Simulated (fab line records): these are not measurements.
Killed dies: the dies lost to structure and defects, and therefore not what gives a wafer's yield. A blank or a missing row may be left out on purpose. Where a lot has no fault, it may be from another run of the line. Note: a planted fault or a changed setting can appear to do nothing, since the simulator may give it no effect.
Struck lot and sound lot, side by side + flow nand-harc + 13 steps out of a route of 1302
Sound: the wafers L913.2, L913.5, L913.6. Struck: wafer L903.4. The cause is named last.
At each step with rows: each side's tool, then ch and its chambers, then its first start. Under that, the readings that differ: sound wafers + struck wafers + difference of the means + sigmas: that difference in standard deviations of wafers without a fault.
alike: a reading whose means differ by less than 2 such deviations, as well as words and numbers matching on both sides. not compared: withheld readings; readings where some wafer has no value; bounds like >300 that might hide an equal value; numbers whose values overlap and for which the record gives no deviation.
The two part at a step that has a row with sigmas, a row that says differs or no value, or rows on one side only. Non-overlapping numbers with no deviation appear without sigmas and do not part them. Lack of a reading on every wafer of one side parts them only where that side has two or more wafers.

NHARC_A_BONDPAD_THK_MEAS_20: measures by xrf.
  sound on film-metro-01 at day 30 18:59; struck on film-metro-01 at day 26 08:30
  alike: thk-nm
then, 1 step without rows for these wafers: NHARC_A_BONDPAD_SRD_21 (time 30 s, dry time 20 s).
NHARC_A_BONDPAD_INSPECT_23:
  sound on defect-inspect-02 at day 30 19:12; struck on defect-inspect-02 at day 26 08:42
  alike: raw-defect-count
NHARC_HYBRID_BOND_ACTIVATE_00: chemistry N2, time 60 s.
  sound on rie-diel-12 ch 0,2,3, day 30 19:17; struck on rie-diel-06 ch 3, day 26 08:47
  alike: drypump-motor-current-A, oes-product-au, rf-vpp-V, showerhead-plenum-p-Torr
  not compared: rf-hours-counter-h
then, 4 steps without rows for these wafers: NHARC_HYBRID_BOND_PRECLEAN_01 (cleans in DIW, time 300 s); NHARC_HYBRID_BOND_SRD_02 (time 30 s, dry time 20 s); NHARC_HYBRID_BOND_BOND_03; NHARC_HYBRID_BOND_ANNEAL_04 (time 7200 s).
NHARC_HYBRID_BOND_OVL_MEAS_05:
  sound on overlay-02 at day 31 05:16; struck on overlay-02 at day 26 16:48
| reading           | sound       | struck | difference | sigmas |
|-------------------|-------------|--------|------------|--------|
| overlay-y-nm (nm) | -22 -62 -57 | 44     | +91        | +3     |
  alike: overlay-x-nm
NHARC_HYBRID_BOND_INSPECT_06: inspects for defects (ir void).
  sound on defect-inspect-02 at day 31 05:19; struck on defect-inspect-01 at day 26 16:52
  alike: raw-defect-count
NHARC_THIN_TSV_GRIND_00:
  sound on grinder-01 ch 0, day 31 05:40; struck on grinder-01 ch 0, day 26 17:36
  alike: motor-current-A
NHARC_THIN_TSV_CMP_01: polishes.
  sound on cmp-01 ch 0,1, day 31 06:43; struck on cmp-04 ch 3, day 26 18:14
  alike: motor-current-A
NHARC_END_SORT_01:
  sound on prober-02 ch 0, day 31 23:40; struck on prober-02 ch 0, day 27 14:28
| reading                  | sound          | struck                   | difference                   | sigmas      |
|--------------------------|----------------|--------------------------|------------------------------|-------------|
| hold                     | - - -          | await-dispo/4.0h/release | no value on the sound wafers |             |
| defect-limited-yield (%) | 93.4 94.5 91.3 | 0                        | -93                          | -39         |
| killed-at-array          | 36 29 57       | 78                       | +37                          | +2          |
| killed-at-other          | 0 1 0          | 597                      | +597                         | +99 or more |
| killed-dies              | 45 37 59       | 677                      | +630                         | +39         |
| sort_bin_2_pct (%)       | 2.2 2.4 2.8    | 92.8                     | +90.3                        | +82         |
| sort-n-pass              | 632 640 618    | 0                        | -630                         | -39         |
| sort-rim-yield-pct (%)   | 90 85 95       | 0                        | -90                          | -19         |
| sort-yield-pct (%)       | 93.4 94.5 91.3 | 0                        | -93                          | -39         |
  alike: killed-at-periphery, killed-open, killed-short, sort_bin_3_pct, sort_bin_4_pct

## WHERE THEY PART
Last at NHARC_END_SORT_01 as far as this record goes, first at NHARC_HYBRID_BOND_OVL_MEAS_05.

WHY: whatever the simulator had introduced
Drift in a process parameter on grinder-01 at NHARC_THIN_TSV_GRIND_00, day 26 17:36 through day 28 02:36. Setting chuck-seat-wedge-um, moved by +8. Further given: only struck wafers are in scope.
